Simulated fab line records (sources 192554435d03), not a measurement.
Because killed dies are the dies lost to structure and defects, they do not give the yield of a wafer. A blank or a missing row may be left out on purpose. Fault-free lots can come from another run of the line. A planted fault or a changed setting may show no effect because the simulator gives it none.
fab line records ; flow n5_finfet
[record] lots = 9; wafers = 24; last_day = 19
route steps=1938 shown BEOL_M0@745 BEOL_M1@751 BEOL_M4@1111 PASSIVATION@1936
lots that met no fault: taken from a fault-free run of the same line
start_h: the number of hours between the record's first day and the start of the first shown wafer of the lot ; wait_h: hours from the lot's prior step to this one ; " the same as in the row above ; L1.1+2: a single row standing in for several wafers ; - no value present, or no start provided ; * or withheld: withheld ; < > ~ a bound
route shown NAME@n: names a module that has steps shown in the file, with the first one's number in the route ; usual: the fault-free wafers' mean and standard deviation ; same: alike in all rows ; chamber/n: place in a boat ; sites: per-site readings ; _std_site: how widely they spread, as a standard deviation ; _edge_site: inner sites' mean taken away from outer sites' mean ; radius_mm: for every site, how far away it sits from the centre of the wafer ; mask NAME#n: copy n ; behind: the most recent tool/chamber to have shaped the wafer ; hold: cause of the lot's hold/its duration in hours/its outcome ; device: the n, p or np transistor that did not switch ; end of line: tests of these same wafers at the route's end ; a step given without rows: its recipe and nothing more ; killed: count of dies lost to structure and defects at first sort (not the wafer's yield) ; map: per-die view of a wafer (x killed, . not killed, _ where there is no die)
set.NAME: setting as actually run; set.NAME@STEP: the setting as run at that earlier step ; model.NAME: the simulator's own value behind a step, which no gauge read
route steps across a sampled set of lots; one table per step, one row per wafer
services: from which hour (start_h, from the record's first day; less than 0 if before it) a tool's chamber was out of use, for how many hours, and why
[[steps]]
[step N5_BEOL_M0_PRE_CLEAN_131]
[recipe] gas = NH3/H2; time_s = 15; temp_c = *; rf_power_w = 300
[usual] heater_power_w = 79/32; rf_fwd_power_W = 296.5/1.1
[same] time_s = 15
lot.wafer;tool;chamber;start_h;wait_h;heater_power_w;rf_fwd_power_W
L542.2;cvd_co-02;0;134.96;0.0;70;297.5
L542.5;cvd_co-02;0;134.96;0.0;70;296.8
L542.6;cvd_co-02;1;134.96;0.0;108;297.3
L545.1;cvd_co-02;2;156.87;0.1;60;297.7
L545.3;cvd_co-02;1;156.87;0.1;108;296.7
L545.5;cvd_co-02;0;156.87;0.1;71;297.4
L548.3;cvd_co-02;1;171.30;0.0;104;295.9
L548.4;cvd_co-02;1;171.30;0.0;106;296.6
L548.5;cvd_co-02;0;171.30;0.0;69;296.8
L549.2;cvd_co-02;0;177.42;0.0;73;296.4
L549.4;cvd_co-02;2;177.42;0.0;62;297.1
L549.5;cvd_co-02;1;177.42;0.0;108;298.9
L551.2;cvd_co-01;0;196.39;0.0;141;298.1
L551.3;cvd_co-01;1;196.39;0.0;40;296.4
L551.4;cvd_co-01;1;196.39;0.0;39;297.1
L556.3;cvd_co-02;1;234.96;0.0;107;297.1
L556.6;cvd_co-02;2;234.96;0.0;63;300.0
L557.2;cvd_co-02;0;245.26;0.0;71;295.8
L557.6;cvd_co-02;1;245.26;0.0;107;296.8
L559.2;cvd_co-01;1;247.87;0.0;39;296.7
L559.3;cvd_co-01;0;247.87;0.0;144;298.4
L562.1;cvd_co-02;2;271.83;0.0;62;296.0
L562.2;cvd_co-02;1;271.83;0.0;108;296.4
L562.5;cvd_co-02;2;271.83;0.0;62;296.6
[step N5_BEOL_M1_ILD_DEP_00]
[recipe] material = SiOC; target_thk_a = 790; temp_c = 350; precursor = DEMS/O2; pressure_torr = 5; rf_w = 500; time_s = 15.3
[usual] chamber_pressure_Torr = 4.998/0.011; heater_power_w = 477/59; rf_fwd_power_W = 494.3/2.8; showerhead_plenum_p_Torr = 5.699/0.016; throttle_valve_pct = 12.1/0.81
[same] time_s = 15.3
lot.wafer;tool;chamber;start_h;wait_h;chamber_pressure_Torr;heater_power_w;rf_fwd_power_W;showerhead_plenum_p_Torr;throttle_valve_pct
L542.2;pecvd-04;0;135.25;0.0;5.005;435;496.2;5.704;13.0
L542.5;pecvd-04;1;135.25;0.0;5.005;466;493.9;5.686;11.6
L542.6;pecvd-04;2;135.25;0.0;4.998;399;497.6;5.689;11.1
L545.1;pecvd-01;1;157.16;0.0;5.015;585;496.2;5.727;13.1
L545.3;pecvd-01;0;157.16;0.0;4.989;527;496.5;5.703;11.3
L545.5;pecvd-01;1;157.16;0.0;4.996;582;494.5;5.727;13.4
L548.3;pecvd-01;0;171.59;0.0;5.012;458;492.6;5.710;11.4
L548.4;pecvd-01;2;171.59;0.0;5.022;475;490.5;5.721;12.0
L548.5;pecvd-01;0;171.59;0.0;5.017;476;497.0;5.715;11.5
L549.2;pecvd-01;1;177.71;0.0;5.004;580;496.0;5.710;13.2
L549.4;pecvd-01;0;177.71;0.0;5.008;466;494.8;5.724;11.4
L549.5;pecvd-01;1;177.71;0.0;4.979;572;492.7;5.720;13.3
L551.2;pecvd-04;2;196.67;0.0;4.990;451;496.2;5.666;11.5
L551.3;pecvd-04;0;196.67;0.0;5.011;488;493.6;5.699;13.3
L551.4;pecvd-04;2;196.67;0.0;5.004;445;495.2;5.674;11.2
L556.3;pecvd-04;0;235.25;0.0;4.996;484;494.3;5.700;13.2
L556.6;pecvd-04;0;235.25;0.0;4.982;488;494.0;5.704;13.0
L557.2;pecvd-02;2;245.54;0.0;4.992;568;493.8;5.696;11.3
L557.6;pecvd-02;2;245.54;0.0;5.002;559;495.4;5.706;11.5
L559.2;pecvd-01;0;248.16;0.0;4.997;425;497.0;5.701;11.3
L559.3;pecvd-01;1;248.16;0.0;4.986;586;496.2;5.712;13.0
L562.1;pecvd-04;2;272.11;0.0;4.992;410;496.6;5.678;11.4
L562.2;pecvd-04;1;272.11;0.0;5.007;403;493.8;5.696;11.2
L562.5;pecvd-04;2;272.11;0.0;5.013;408;496.0;5.697;11.5
[step N5_BEOL_M1_THK_MEAS_01]
[recipe] reads = SiOC_of_BEOL_M1_ILD_DEP_00
[usual] M1_ILD_THK = 78.6/0.92
lot.wafer;tool;chamber;start_h;wait_h;M1_ILD_THK[nm]
L542.2;film_metro-02;-;135.31;0.1;78.5
L542.5;film_metro-02;-;135.31;0.1;79.3
L542.6;film_metro-02;-;135.31;0.1;79.0
L545.1;film_metro-01;-;157.23;0.0;78.3
L545.3;film_metro-01;-;157.23;0.0;77.5
L545.5;film_metro-01;-;157.23;0.0;79.2
L548.3;film_metro-01;-;171.66;0.1;78.0
L548.4;film_metro-01;-;171.66;0.1;78.8
L548.5;film_metro-01;-;171.66;0.1;78.6
L549.2;film_metro-01;-;177.78;0.1;77.7
L549.4;film_metro-01;-;177.78;0.1;78.9
L549.5;film_metro-01;-;177.78;0.1;78.8
L551.2;film_metro-01;-;196.74;0.1;77.5
L551.3;film_metro-01;-;196.74;0.1;77.2
L551.4;film_metro-01;-;196.74;0.1;78.2
L556.3;film_metro-01;-;235.32;0.1;78.1
L556.6;film_metro-01;-;235.32;0.1;78.5
L557.2;film_metro-01;-;245.61;0.1;78.9
L557.6;film_metro-01;-;245.61;0.1;79.7
L559.2;film_metro-01;-;248.23;0.1;79.0
L559.3;film_metro-01;-;248.23;0.1;79.9
L562.1;film_metro-01;-;272.18;0.0;78.3
L562.2;film_metro-01;-;272.18;0.0;77.9
L562.5;film_metro-01;-;272.18;0.0;78.6
[step N5_BEOL_M1_ETCH_64]
[recipe] chemistry = N2/H2; target = SOC; target_depth_a = 750; overetch_a = 150; mask_material = SiARC; temp_c = 40; time_s = 112.5; ion_energy_ev = 200; pressure_mtorr = 30; source_w = 840; bias_w = 150; n2_flow_sccm = 200; h2_flow_sccm = 200
[usual] drypump_motor_current_A = 5.6/0.48; oes_product_au = 0.64/0.079; rf_fwd_power_W = 836.6/2.7; rf_vpp_V = 524.3/2.7; showerhead_plenum_p_Torr = 2.55/0.093; throttle_valve_pct = 17.79/0.26
[same] time_s = 112.5
lot.wafer;tool;chamber;start_h;wait_h;drypump_motor_current_A;oes_product_au;rf_fwd_power_W;rf_hours_counter_h;rf_vpp_V;showerhead_plenum_p_Torr;throttle_valve_pct
L542.2;rie_diel-03;2;137.51;0.0;5.3;0.57;836.5;226;519.5;2.40;18.00
L542.5;rie_diel-03;2;137.51;0.0;5.3;0.57;837.5;-;521.4;2.40;18.00
L542.6;rie_diel-03;1;137.51;0.0;6.1;0.57;837.7;-;526.3;2.62;18.01
L545.1;rie_diel-03;1;160.74;0.0;6.0;0.57;837.8;214;526.8;2.62;18.06
L545.3;rie_diel-03;2;160.74;0.0;5.3;0.57;836.1;232;519.8;2.40;18.00
L545.5;rie_diel-03;1;160.74;0.0;6.1;0.57;841.3;-;526.0;2.62;18.04
L548.3;rie_diel-06;0;175.47;0.0;5.2;0.75;836.0;9;522.6;2.49;17.53
L548.4;rie_diel-06;3;175.47;0.0;5.5;0.55;834.0;202;523.4;2.53;18.08
L548.5;rie_diel-06;0;175.47;0.0;5.2;0.75;835.0;-;523.1;2.49;17.53
L549.2;rie_diel-02;0;179.06;0.0;5.6;0.73;835.0;17;524.3;2.49;17.60
L549.4;rie_diel-02;2;179.06;0.0;6.0;0.58;837.1;162;525.9;2.64;17.80
L549.5;rie_diel-02;2;179.06;0.0;6.0;0.59;836.7;-;527.2;2.64;17.79
L551.2;rie_diel-02;3;198.28;0.0;5.8;0.62;840.7;93;521.9;2.47;18.13
L551.3;rie_diel-02;1;198.28;0.0;6.3;0.71;841.6;29;525.0;2.59;17.61
L551.4;rie_diel-02;2;198.28;0.0;6.0;0.58;831.9;168;529.5;2.63;17.80
L556.3;rie_diel-03;3;236.66;0.0;5.5;0.71;838.6;30;529.3;2.71;17.61
L556.6;rie_diel-03;3;236.66;0.0;5.5;0.70;836.9;-;528.2;2.71;17.61
L557.2;rie_diel-03;3;246.55;0.0;5.5;0.70;834.7;35;528.3;2.71;17.62
L557.6;rie_diel-03;2;246.55;0.0;5.3;0.78;833.5;-;529.7;2.71;17.67
L559.2;rie_diel-03;3;251.00;0.0;5.5;0.70;831.3;38;529.2;2.70;17.61
L559.3;rie_diel-03;1;251.00;0.0;6.0;0.56;840.8;242;526.6;2.61;18.07
L562.1;rie_diel-06;2;274.22;0.0;6.4;0.58;839.1;182;520.6;2.42;17.62
L562.2;rie_diel-06;3;274.22;0.0;5.4;0.54;833.3;225;523.5;2.52;18.11
L562.5;rie_diel-06;0;274.22;0.0;5.2;0.70;838.6;-;522.7;2.48;17.58
[step N5_BEOL_M1_CD_MEAS_18]
[recipe] pitch_nm = 36; target_cd_nm = 18
[usual] cd_nm = 18.1/0.31
lot.wafer;tool;chamber;start_h;wait_h;cd_nm
L542.2;cd_sem-01;-;137.93;0.1;18.5
L542.5;cd_sem-01;-;137.93;0.1;18.1
L542.6;cd_sem-01;-;137.93;0.1;18.2
L545.1;cd_sem-02;-;161.10;0.0;18.2
L545.3;cd_sem-02;-;161.10;0.0;18.2
L545.5;cd_sem-02;-;161.10;0.0;18.4
L548.3;cd_sem-02;-;175.98;0.1;18.8
L548.4;cd_sem-02;-;175.98;0.1;17.9
L548.5;cd_sem-02;-;175.98;0.1;18.1
L549.2;cd_sem-02;-;179.41;0.1;18.4
L549.4;cd_sem-02;-;179.41;0.1;17.9
L549.5;cd_sem-02;-;179.41;0.1;17.8
L551.2;cd_sem-01;-;198.63;0.1;18.3
L551.3;cd_sem-01;-;198.63;0.1;18.2
L551.4;cd_sem-01;-;198.63;0.1;17.4
L556.3;cd_sem-02;-;237.02;0.1;19.8
L556.6;cd_sem-02;-;237.02;0.1;20.0
L557.2;cd_sem-02;-;246.96;0.1;18.2
L557.6;cd_sem-02;-;246.96;0.1;19.2
L559.2;cd_sem-02;-;251.49;0.1;18.0
L559.3;cd_sem-02;-;251.49;0.1;19.6
L562.1;cd_sem-02;-;274.58;0.1;18.5
L562.2;cd_sem-02;-;274.58;0.1;17.9
L562.5;cd_sem-02;-;274.58;0.1;17.7
[step N5_BEOL_M4_RC_MEAS_101]
[usual] CHAIN_V0 = 231/7.5; CHAIN_V0_max_site = 240/8.2; DIBL_N = 36.6/1.3; DIBL_P = 36.4/1.4; IOFF_N = 0.167/0.023; IOFF_P = 0.219/0.029; ION_N = 678/8.7; ION_P = 464/6.4; SERP_M1 = 193/12; SERP_M1_max_site = 204/13; SS_N = 71.5/0.53; SS_P = 73.4/0.57; VT_N = 248.5/2.8; VT_P = -249/3.1
lot.wafer;tool;chamber;start_h;wait_h;CHAIN_V0[ohm/link];CHAIN_V0_max_site[ohm/link];DIBL_N[mV/V];DIBL_P[mV/V];IOFF_N[nA/um];IOFF_P[nA/um];ION_N[uA/um];ION_P[uA/um];SERP_M1[ohm/um];SERP_M1_max_site[ohm/um];SS_N[mV/dec];SS_P[mV/dec];VT_N[mV];VT_P[mV]
L542.2;prober-02;0;193.25;0.2;222;229;35.6;34.5;0.152;0.219;676;470;178;189;71.3;73.5;247.8;-246
L542.5;prober-02;0;193.25;0.2;238;248;37.3;36.0;0.181;0.244;685;472;173;186;71.9;73.3;246.9;-247
L542.6;prober-02;0;193.25;0.2;222;233;36.9;36.0;0.180;0.244;679;468;179;191;71.7;73.9;249.0;-245
L545.1;prober-02;0;226.52;0.0;228;233;39.2;38.2;0.191;0.240;684;465;187;200;72.3;73.7;248.0;-246
L545.3;prober-02;0;226.52;0.0;231;236;37.6;36.8;0.175;0.219;681;464;184;196;72.0;72.9;247.0;-248
L545.5;prober-02;0;226.52;0.0;222;232;38.4;37.3;0.176;0.224;684;466;174;180;72.6;73.1;248.2;-246
L549.2;prober-01;0;283.34;0.2;233;240;34.9;34.7;0.144;0.182;674;460;204;207;71.2;72.9;250.8;-253
L549.4;prober-01;0;283.34;0.2;232;241;36.6;36.5;0.170;0.208;669;458;195;203;71.6;73.3;247.6;-249
L549.5;prober-01;0;283.34;0.2;237;246;34.6;34.2;0.131;0.178;665;461;191;206;70.7;72.7;249.1;-251
L551.2;prober-02;0;290.19;0.2;237;244;35.6;34.4;0.148;0.192;673;458;205;218;70.7;73.2;250.9;-250
L551.3;prober-02;0;290.19;0.2;223;235;36.8;36.1;0.175;0.229;687;468;195;204;71.4;73.6;248.2;-248
L551.4;prober-02;0;290.19;0.2;235;248;35.9;35.5;0.152;0.214;671;464;198;217;71.7;73.0;248.8;-248
L548.3;prober-01;0;300.31;0.3;226;234;35.0;35.7;0.166;0.218;672;460;185;196;71.2;72.8;247.8;-251
L548.4;prober-01;0;300.31;0.3;232;244;37.5;38.7;0.216;0.273;671;466;188;207;71.8;73.4;248.1;-248
L548.5;prober-01;0;300.31;0.3;236;241;36.5;37.6;0.195;0.262;671;469;205;215;71.5;74.1;247.5;-249
L557.2;prober-02;0;332.30;0.2;226;233;35.2;35.2;0.148;0.225;681;472;176;185;70.5;73.5;249.7;-248
L557.6;prober-02;0;332.30;0.2;212;218;36.6;36.0;0.169;0.230;681;466;150;159;70.9;73.4;246.5;-248
L559.2;prober-01;0;334.68;0.2;234;249;37.9;37.0;0.165;0.200;679;466;187;202;71.7;73.7;249.2;-253
L559.3;prober-01;0;334.68;0.2;204;210;37.2;36.2;0.149;0.180;672;456;146;150;71.6;73.5;252.1;-255
L556.3;prober-02;0;335.18;0.3;201;204;37.9;39.4;0.187;0.237;676;460;149;156;71.9;74.0;245.3;-249
L556.6;prober-02;0;335.18;0.3;203;210;36.3;36.2;0.144;0.190;673;460;145;148;71.6;73.7;253.4;-252
L562.1;prober-02;0;351.41;0.0;223;247;36.2;37.2;0.160;0.197;679;461;192;210;71.8;72.2;248.6;-252
L562.2;prober-02;0;351.41;0.0;226;235;36.1;36.6;0.153;0.182;676;457;188;199;71.3;72.6;251.2;-250
L562.5;prober-02;0;351.41;0.0;238;254;35.8;36.3;0.151;0.179;679;460;197;222;70.9;72.6;250.6;-252
// sites CHAIN_V0 radius_mm=0,75,75,75,75,140,140,140,140
L542.2 223 220 221 225 229 222 219 222 222
L545.1 224 218 232 228 233 224 230 227 230
L549.2 234 240 229 233 236 239 229 225 229
L551.2 242 244 237 238 229 238 223 226 228
L548.3 234 219 229 226 229 220 220 216 226
L557.2 218 226 232 233 227 219 220 227 217
L559.2 241 233 249 244 238 234 222 221 225
L556.3 198 203 204 199 201 201 191 202 197
L562.1 223 228 223 222 223 239 222 218 247
// sites SERP_M1 radius_mm=0,75,75,75,75,140,140,140,140
L542.2 178 179 177 180 189 172 172 174 184
L545.1 187 180 193 200 198 184 196 186 187
L549.2 206 204 203 205 207 199 205 196 200
L551.2 205 207 201 208 200 218 192 208 200
L548.3 192 179 193 185 184 189 185 181 196
L557.2 169 172 181 185 179 176 174 185 176
L559.2 184 187 202 190 188 199 184 179 187
L556.3 152 152 156 149 154 144 134 145 139
L562.1 194 192 188 189 190 207 192 189 210
[step N5_PASSIVATION_PROBE_49]
[usual] defect_limited_yield = 91.6/1.6; killed_at_M0_to_M3 = 32/9.7; killed_at_M4_up = 13/4.4; killed_at_contacts = 12/6.5; killed_at_front_end = 38/12; killed_at_other = 3.7/3; killed_dies = 99/18; killed_open = 66/14; killed_short = 32/7.5; sort_bin_5_function = 4.9/1; sort_bin_6_memory = 3.2/0.73; sort_n_pass = 1081/18; sort_yield_pct = 91.6/1.6
[same] gross_dies = 1180; killed_at_back_side = 0; sort_bin_4_leakage[%] = 0; sort_bin_8_speed[%] = 0
lot.wafer;tool;chamber;start_h;wait_h;defect_limited_yield[%];killed_at_M0_to_M3;killed_at_M4_up;killed_at_contacts;killed_at_front_end;killed_at_other;killed_dies;killed_open;killed_short;sort_bin_5_function[%];sort_bin_6_memory[%];sort_n_pass;sort_yield_pct[%]
L557.6;prober-01;-;434.56;0.3;91.1;32;18;9;42;4;105;68;29;4.2;3.8;1075;91.1
L556.3;prober-01;-;448.25;0.1;93.3;29;12;4;34;0;79;52;23;3.5;2.7;1101;93.3
L556.6;prober-01;-;448.40;0.3;89.2;49;25;14;38;2;128;85;36;6.0;3.8;1052;89.2
L559.3;prober-02;-;449.74;0.1;94.5;24;8;5;27;1;65;37;20;2.8;1.9;1115;94.5
// killed by level:class
L557.6 STI_FIN_REVEAL:geometric_particle:open=11 FIN_SAQP:geometric_particle:open=10 MOL_CONTACT_COAG:geometric_particle:open=8 BEOL_M1:geometric_particle:open=7 BEOL_M3:geometric_particle:open=6 BEOL_M1:area_etch=6 DUMMY_GATE:geometric_particle:open=5 FIN_SAQP:geometric_particle:short=4
L556.3 STI_FIN_REVEAL:geometric_particle:open=9 DUMMY_GATE:geometric_particle:open=6 BEOL_M0_SAQP:geometric_particle:short=6 BEOL_M0_SAQP:geometric_particle:open=5 BEOL_M1:geometric_particle:open=5 FIN_SAQP:geometric_particle:open=4 FIN_SAQP:geometric_particle:short=4 GATE_CUT:geometric_particle:short=4
L556.6 MOL_CONTACT_COAG:geometric_particle:open=12 BEOL_M0_SAQP:geometric_particle:short=11 BEOL_M0_SAQP:geometric_particle:open=11 FIN_SAQP:geometric_particle:open=10 BEOL_M1:geometric_particle:open=9 FIN_SAQP:geometric_particle:short=8 BEOL_M4:geometric_particle:open=7 BEOL_M1:area_etch=7
L559.3 DUMMY_GATE:geometric_particle:open=6 BEOL_M1:area_etch=6 FIN_SAQP:geometric_particle:short=5 MOL_CONTACT_COAG:geometric_particle:open=4 BEOL_M0_SAQP:geometric_particle:open=3 BEOL_M0_SAQP:geometric_particle:short=3 BEOL_M3:geometric_particle:open=3 STARTING-WAFER:geometric_particle:short=3
[[services]]
tool;chamber;start_h;hours;kind
rie_diel-06;2;125.76;11.1;repair
pecvd-04;-;125.78;0.8;pm
cvd_co-02;1;125.87;8.3;repair
pecvd-02;-;139.06;14.6;pm
cvd_co-01;-;139.68;13.0;repair
rie_diel-03;1;145.19;1.6;repair
rie_diel-06;-;158.33;2.8;pm
cvd_co-01;0;162.33;9.3;repair
pecvd-01;-;162.71;0.8;repair
rie_diel-06;2;163.27;9.2;repair
pecvd-01;0;165.33;2.4;repair
rie_diel-03;-;177.21;0.8;repair
pecvd-01;-;181.09;0.6;repair
cvd_co-02;-;183.14;0.6;repair
rie_diel-02;2;214.00;6.4;repair
cvd_co-01;-;218.09;2.8;repair
rie_diel-02;1;219.30;40.8;repair
rie_diel-03;2;225.34;-;clean
rie_diel-03;2;225.34;-;consumable_replace:focus_ring
rie_diel-03;2;225.34;-;consumable_replace:showerhead
rie_diel-03;2;225.34;18.0;scheduled_down
cvd_co-01;-;232.07;6.9;pm
rie_diel-06;3;252.54;2.8;repair
rie_diel-03;1;260.48;6.6;repair
[[key]]
[first_sign] step = N5_BEOL_M1_CD_MEAS_18; reading = cd_nm; direction = up; sigmas = 5.1; usual = 18.1; struck = 19.7
[effect] step = N5_BEOL_M4_RC_MEAS_101; reading = SERP_M1; direction = down; sigmas = 3.7; usual = 193; struck = 147
[effect] step = N5_BEOL_M4_RC_MEAS_101; reading = CHAIN_V0; direction = down; sigmas = 3.4; usual = 231; struck = 205
[effect] step = N5_BEOL_M4_RC_MEAS_101; reading = SERP_M1_max_site; direction = down; sigmas = 3.9; usual = 204; struck = 153
[effect] step = N5_BEOL_M4_RC_MEAS_101; reading = CHAIN_V0_max_site; direction = down; sigmas = 3.5; usual = 240; struck = 210
met_at N5_BEOL_M1_ETCH_64
struck_lots L556,L557,L559
struck_wafers L556.3,L556.6,L557.6,L559.3
not_acting_at N5_BEOL_M0_PRE_CLEAN_131,N5_BEOL_M1_ILD_DEP_00,N5_BEOL_M1_THK_MEAS_01
onset_between 160.74 236.66
[fault] kind = process_parameter_drift; tool = rie_diel-03; chamber = -; onset_h = 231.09; steps = N5_BEOL_M1_ETCH_64; channel = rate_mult; offset = 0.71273; shape = step; end_h = 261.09; scope = struck_wafers_only
